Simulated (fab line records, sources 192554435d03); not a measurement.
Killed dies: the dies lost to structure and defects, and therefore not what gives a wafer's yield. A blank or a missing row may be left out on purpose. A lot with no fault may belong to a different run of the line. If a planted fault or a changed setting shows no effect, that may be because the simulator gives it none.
Matching of chambers    flow n5Finfet    N5_BEOL_M10_ALD_74 on aldMetal-04: 4 sister chambers
The step deposits TaN, target thk 2 nm, pulse time 2 s, purge time 3 s. 4 wafers are shown with their chamber, then 8 later ones without.

== WAFERS PAIRED WITH THEIR CHAMBERS ==
wafer   chamber  heaterPowerW (W)
L084.1  3        481
L084.2  2        414
L084.5  1        391
L086.1  0        413

== WAFERS MISSING THEIR CHAMBER ==
wafer   heaterPowerW (W)
L086.4  406
L086.5  425
L090.2  392
L090.4  420
L090.6  396
L091.1  478
L091.3  415
L091.6  430

== WHICH CHAMBER EACH WENT THROUGH ==
wafer   from the rows above           in truth
L086.4  can't be placed: 0 or 2 or 1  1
L086.5  can't be placed: 2 or 0       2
L090.2  1                             1
L090.4  can't be placed: 2 or 0       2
L090.6  can't be placed: 1 or 0 or 2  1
L091.1  3                             3
L091.3  can't be placed: 2 or 0       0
L091.6  can't be placed: 2 or 0       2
2 of 8 placed correctly. Not placeable from these rows: 6 (in 6, the candidates include the true chamber). Wrongly placed: 0.
How it was worked out, from the rows above alone: a wafer's distance from a chamber is the root of the sum, over the readings, of the square of ((its reading less the chamber's mean) divided by the reading's scatter). The wafer belongs to the nearest chamber; if the next one is less than 2 further off, it can't be placed. A chamber's mean is the mean of its shown wafers. The scatter (one wafer shown for each chamber): square how far every hidden wafer sits from the nearest shown wafer, average those squares and take the square root.
